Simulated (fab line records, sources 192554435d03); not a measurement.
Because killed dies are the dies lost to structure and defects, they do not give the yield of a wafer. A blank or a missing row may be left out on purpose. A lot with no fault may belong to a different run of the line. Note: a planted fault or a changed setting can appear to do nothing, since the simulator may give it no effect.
Split-lot experiment | flow n5Finfet | 7 lots, 39 wafers read, on a route of 1938 steps

== THE SPLIT ITSELF ==
At N5_HKMG_FIN_ETCH_54 (etches SiARC in CF4, target depth 45.5 nm, time 75.8 s), the setting biasW was moved away from the recipe's 36 W on 18 of the 39 wafers read, by -17.8% to -5.9%. This setting was run at the recipe's value on the other wafers.

The split's own step is where the reading is taken.

== THE READING ==
rfVppV, in V, at N5_HKMG_FIN_ETCH_54 (etches SiARC in CF4, target depth 45.5 nm, time 75.8 s). Fault-free wafers of this fab line usually give 183.9 V, standard deviation 1.2 V.

wafer  | tool, chamber at the split | biasW as run, W | against the recipe | rfVppV, V | against lot-mates on the recipe
L074.1 | rieDiel-01, 1              | 36              | recipe             | 185.9     | -
L074.2 | rieDiel-01, 3              | 33.27           | -7.6%              | 175.6     | -9.2
L074.3 | rieDiel-01, 0              | 33.27           | -7.6%              | 174.6     | -10.2
L074.4 | rieDiel-01, 2              | 33.27           | -7.6%              | 174.8     | -10.0
L074.5 | rieDiel-01, 0              | 36              | recipe             | 183.1     | -
L074.6 | rieDiel-01, 1              | 36              | recipe             | 185.3     | -
L079.1 | rieDiel-05, 2              | 33.85           | -6.0%              | 177.6     | -5.7
L079.2 | rieDiel-05, 0              | 36              | recipe             | 183.5     | -
L079.3 | rieDiel-05, 3              | 36              | recipe             | 183.4     | -
L079.4 | rieDiel-05, 1              | 33.85           | -6.0%              | 176.0     | -7.3
L079.5 | rieDiel-05, 2              | 33.85           | -6.0%              | 176.7     | -6.6
L079.6 | rieDiel-05, 1              | 36              | recipe             | 183.1     | -
L080.1 | rieDiel-05, 3              | 36              | recipe             | 180.8     | -
L080.2 | rieDiel-05, 0              | 29.61           | -17.8%             | 163.5     | -19.0
L080.3 | rieDiel-05, 1              | 36              | recipe             | 183.2     | -
L080.4 | rieDiel-05, 2              | 29.61           | -17.8%             | 161.0     | -21.5
L080.5 | rieDiel-05, 1              | 36              | recipe             | 183.4     | -
L080.6 | rieDiel-05, 0              | 29.61           | -17.8%             | 162.7     | -19.8
L082.1 | rieDiel-04, 0              | 31.17           | -13.4%             | 168.0     | -16.4
L082.2 | rieDiel-04, 2              | 36              | recipe             | 182.9     | -
L082.3 | rieDiel-04, 1              | 31.17           | -13.4%             | 165.3     | -19.1
L082.4 | rieDiel-04, 3              | 31.17           | -13.4%             | 169.9     | -14.5
L082.5 | rieDiel-04, 0              | 36              | recipe             | 184.5     | -
L082.6 | rieDiel-04, 3              | 36              | recipe             | 185.7     | -
L094.1 | rieDiel-01, 3              | 36              | recipe             | 184.4     | -
L094.2 | rieDiel-01, 0              | 36              | recipe             | 184.0     | -
L094.3 | rieDiel-01, 1              | 33.87           | -5.9%              | 178.2     | -5.9
L094.4 | rieDiel-01, 2              | 33.87           | -5.9%              | 175.7     | -8.4
L094.5 | rieDiel-01, 2              | 36              | recipe             | 183.9     | -
L094.6 | rieDiel-01, 3              | 33.87           | -5.9%              | 177.7     | -6.4
L095.1 | rieDiel-05, 2              | 36              | recipe             | 182.8     | -
L095.4 | rieDiel-05, 1              | 36              | recipe             | 182.9     | -
L095.5 | rieDiel-05, 2              | 36              | recipe             | 183.9     | -
L097.1 | rieDiel-01, 0              | 36              | recipe             | 184.3     | -
L097.2 | rieDiel-01, 1              | 36              | recipe             | 186.6     | -
L097.3 | rieDiel-01, 2              | 32.16           | -10.7%             | 170.0     | -14.7
L097.4 | rieDiel-01, 0              | 36              | recipe             | 183.3     | -
L097.5 | rieDiel-01, 1              | 32.16           | -10.7%             | 171.7     | -13.0
L097.6 | rieDiel-01, 2              | 32.16           | -10.7%             | 171.2     | -13.5

FIT RESULTS
A straight line over all 39 wafers: rfVppV changes by +1.2 V for each +1% of biasW; r = +0.99; the points scatter about the line by 1.2 V.
The same after taking each lot's own level away (the mean of its wafers on the recipe; 39 wafers): +1.19 V for each +1%; r = +0.99; scatter 1.2 V.
That fit puts the effect of the largest move of biasW on the reading at 21 V.
The lots' own levels span 182.47 to 184.77 V, that is 1.9 times the standard deviation above.
So the lot-to-lot level changes the slope little: the two slopes agree.
Check: for one of the wafers moved furthest among these (-17.8%), held out of the fit, the line's prediction against its lot-mates is -21.6 V. It came out at -19 V against them.
Tool readings at the split's step, against how far the setting was moved: rfVppV r = +0.99.

== OTHER SPLITS ON THESE WAFERS ==
Other splits were also applied to these wafers ahead of the reading. Each is held against what the fit with the lots' levels taken away leaves over:
other split on the same wafers     | wafers away from the commonest value | r with rfVppV (lot level and that fit taken away)
N5_DUMMY_GATE_ETCH_31 targetDepthA | 12                                   | +0.02

== THE FILE'S OWN FIT ==
rfVppV changes by +1.19 V for each +1% of biasW, r = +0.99.
